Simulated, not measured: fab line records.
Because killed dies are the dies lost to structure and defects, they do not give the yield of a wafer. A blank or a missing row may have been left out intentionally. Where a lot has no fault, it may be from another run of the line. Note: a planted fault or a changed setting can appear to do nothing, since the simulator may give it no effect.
Which of the tools did it? ; flow n5 finfet ; 9 lots with 25 wafers sampled at 6 steps, on a route of 1938 steps

WHAT THE GAUGES SHOWED, per wafer
N5_BEOL_M4_RC_MEAS_101.
lot;measured;on;DIBL_N (mV/V);DIBL_P (mV/V);IOFF_N (nA/um);IOFF_P (nA/um);ION_N (uA/um);ION_P (uA/um);SS_N (mV/dec);SS_P (mV/dec);VT_N (mV);VT_P (mV)
L295;day 8 23:49;prober-02;37.2 31.8 34.4;35.6 30.3 34.2;0.18 0.10 0.14;0.23 0.16 0.21;672 658 681;466 458 475;71.4 69.4 70.2;73.3 72.2 73.3;247 253 250;-248 -252 -249
L298;day 9 02:46;prober-01;39.7 36.1 35.1;39.8 32.2 33.3;0.19 0.13 0.12;0.27 0.15 0.17;657 644 645;452 439 449;71.8 70.9 70.6;75.0 72.2 72.6;249 254 254;-248 -255 -255
L300;day 9 16:56;prober-02;39.1 41.6 41.1;38.8 42.6 42.1;0.20 0.28 0.23;0.23 0.30 0.28;668 695 702;454 467 472;72.6 72.6 72.1;73.9 74.9 74.9;249 243 247;-251 -248 -249
L302;day 10 02:48;prober-01;35.0 36.8 34.8;36.0 37.5 35.0;0.16 0.17 0.15;0.23 0.24 0.20;689 670 680;474 458 468;71.0 71.2 70.5;73.7 73.5 72.8;247 249 250;-247 -247 -251
L309;day 12 06:08;prober-01;36.4 31.1;36.3 30.7;0.14 0.09;0.19 0.13;658 644;452 447;71.2 69.8;72.9 72.0;255 257;-252 -255
L310;day 12 10:00;prober-02;37.2 39.3;38.4 40.1;0.15 0.21;0.22 0.26;660 677;455 462;72.0 72.3;73.3 73.8;252 245;-249 -247
L314;day 12 20:22;prober-02;35.6 35.8 37.1;35.6 36.1 37.1;0.15 0.16 0.19;0.19 0.19 0.22;665 681 673;447 456 449;71.4 71.3 72.3;73.5 73.6 73.9;252 250 246;-254 -254 -253
L315;day 14 02:22;prober-02;36.5 40.9 36.9;38.2 43.3 38.2;0.16 0.30 0.18;0.23 0.37 0.23;661 712 682;455 483 462;71.5 72.4 71.4;74.0 75.4 74.2;251 240 247;-251 -245 -251
L317;day 14 08:18;prober-02;38.0 37.7 35.5;35.3 35.8 33.8;0.19 0.16 0.14;0.20 0.20 0.17;693 654 680;467 445 472;72.9 71.8 71.3;73.4 73.4 73.6;246 251 251;-252 -252 -252

N5_BEOL_M11_RS_MEAS_57: the measuring method here is four-point-probe.
lot;measured;on;M11_RS (ohm/sq)
L295;day 11 11:01;film metro-01;0.159 0.160 0.152
L298;day 11 20:17;film metro-01;0.161 0.153 0.158
L300;day 12 12:18;film metro-02;0.149 0.149 0.156
L302;day 12 19:04;film metro-02;0.157 0.157 0.155
L309;day 14 22:17;film metro-02;0.149 0.149
L310;day 15 05:46;film metro-02;0.153 0.153
L314;day 15 08:05;film metro-01;0.149 0.149 0.149
L315;day 16 19:15;film metro-02;0.151 0.155 0.150
L317;day 17 02:50;film metro-01;0.151 0.149 0.152

N5_BEOL_M12_THK_MEAS_01.
lot;measured;on;M12_ILD_THK (nm)
L295;day 11 11:13;film metro-02;657 650 661
L298;day 11 20:29;film metro-02;647 641 650
L300;day 12 12:29;film metro-02;651 637 662
L302;day 12 19:16;film metro-01;651 668 665
L309;day 14 22:32;film metro-01;289 274
L310;day 15 05:57;film metro-02;643 281
L314;day 15 08:16;film metro-01;656 669 647
L315;day 16 19:29;film metro-01;641 660 647
L317;day 17 03:04;film metro-01;652 650 667

WHICH TOOL RAN EACH LOT (tool, then ch and the chambers of the sampled wafers, then the start)
lot;N5_BEOL_M11_DEGAS_44;N5_BEOL_M11_PRE_CLEAN_45;N5_BEOL_M12_ILD_DEP_00
L295;pvd sputter-01, day 11 09:28;pvd sputter-01, day 11 09:31;pecvd-03 ch 0,2, day 11 11:05
L298;pvd sputter-03, day 11 18:01;pvd sputter-03, day 11 18:04;pecvd-01 ch 0,1, day 11 20:22
L300;pvd sputter-03, day 12 10:20;pvd sputter-03, day 12 10:22;pecvd-03 ch 0,1,2, day 12 12:22
L302;pvd sputter-03, day 12 17:05;pvd sputter-03, day 12 17:08;pecvd-02 ch 0,1,2, day 12 19:08
L309;pvd sputter-01, day 14 19:48;pvd sputter-01, day 14 19:50;pecvd-03 ch 0,2, day 14 22:24
L310;pvd sputter-03, day 15 03:59;pvd sputter-03, day 15 04:02;pecvd-03 ch 0,2, day 15 05:49
L314;pvd sputter-03, day 15 05:08;pvd sputter-03, day 15 05:10;pecvd-01 ch 0,1,2, day 15 08:08
L315;pvd sputter-01, day 16 16:24;pvd sputter-01, day 16 16:26;pecvd-01 ch 0,1, day 16 19:19
L317;pvd sputter-01, day 16 23:46;pvd sputter-01, day 16 23:49;pecvd-02 ch 0,1, day 17 02:53
- N5_BEOL_M11_DEGAS_44: time 60 s.
- N5_BEOL_M11_PRE_CLEAN_45: time 30 s.
- N5_BEOL_M12_ILD_DEP_00: deposits SiOC from DEMS/O2, target thk 658.92 nm, time 130.7 s.

AS READ BY THE TOOLS THEMSELVES (means over the sampled wafers that have a number; for cases with no such wafer, the mark the record gives instead)
N5_BEOL_M11_DEGAS_44.
lot;tool;heater power w (W)
L295;pvd sputter-01;383
L298;pvd sputter-03;328
L300;pvd sputter-03;328
L302;pvd sputter-03;318
L309;pvd sputter-01;392
L310;pvd sputter-03;310
L314;pvd sputter-03;309
L315;pvd sputter-01;368
L317;pvd sputter-01;366

N5_BEOL_M11_PRE_CLEAN_45.
lot;tool;heater power w (W)
L295;pvd sputter-01;376
L298;pvd sputter-03;330
L300;pvd sputter-03;326
L302;pvd sputter-03;323
L309;pvd sputter-01;394
L310;pvd sputter-03;310
L314;pvd sputter-03;304
L315;pvd sputter-01;369
L317;pvd sputter-01;367

N5_BEOL_M12_ILD_DEP_00.
lot;tool;heater power w (W);run length s (s);showerhead plenum p Torr (Torr);throttle valve pct (%)
L295;pecvd-03;511;175.2;5.706;10.8
L298;pecvd-01;519;175.5;5.688;11.8
L300;pecvd-03;594;174.8;5.709;11.3
L302;pecvd-02;430;176.3;5.698;11.6
L309;pecvd-03;527;98.7;5.710;11.1
L310;pecvd-03;524;136.7;5.704;10.9
L314;pecvd-01;500;175.8;5.686;11.7
L315;pecvd-01;470;175.5;5.689;11.9
L317;pecvd-02;460;176.1;5.699;11.7

THE ANSWER, worked out from the rows above alone
Rule: the usual values come from the lots themselves. The widest of any qualifying gaps counts: lots, ordered by their means at a reading, are off when they make up no more than a third of the lots, leave a main group of 4 or more, and stand apart from it by 3 or more times the standard deviation of that group's means. Not used: any main group whose means are identical at the precision the tables above print for the reading. A lot without any number at a reading at which 4 lots or more have one is off too. Where the step has rows for the other lots, those lots are counted as sound. Order of review: gauges by route order, followed by the tools' own readings, for which a lot's mean as printed above is used. The first step at which some lot is off is used, and at that step the reading that is off furthest; a lot without a number counts as furthest.
Off: L309, L310, at N5_BEOL_M12_THK_MEAS_01 (M12_ILD_THK). Main group: mean 654 nm, sd 5.
A tool fits if, at a process step before that reading, it ran every lot that is off, and no sound lot after the first of them. The gauges at N5_BEOL_M12_THK_MEAS_01 aren't tried: what is off there is off at N5_BEOL_M12_ILD_DEP_00 too, on other tools, and a gauge's error can't cause that. One fits: pecvd-03 at N5_BEOL_M12_ILD_DEP_00. A fault onset in the window from L300 (day 12 12:22, its last sound lot) to L309 (day 14 22:24, its first lot off) fits.
The tool's own readings at N5_BEOL_M12_ILD_DEP_00 bear it out: on the lots that are off they differ by more than 5 times the standard deviation of the sound lots' means. run length s reads 117.7 s there against 175.6 s on the sound lots.

WHAT THE SIMULATOR PUT IN
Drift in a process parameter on pecvd-03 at N5_BEOL_M12_ILD_DEP_00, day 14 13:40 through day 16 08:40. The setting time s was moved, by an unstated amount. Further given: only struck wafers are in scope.
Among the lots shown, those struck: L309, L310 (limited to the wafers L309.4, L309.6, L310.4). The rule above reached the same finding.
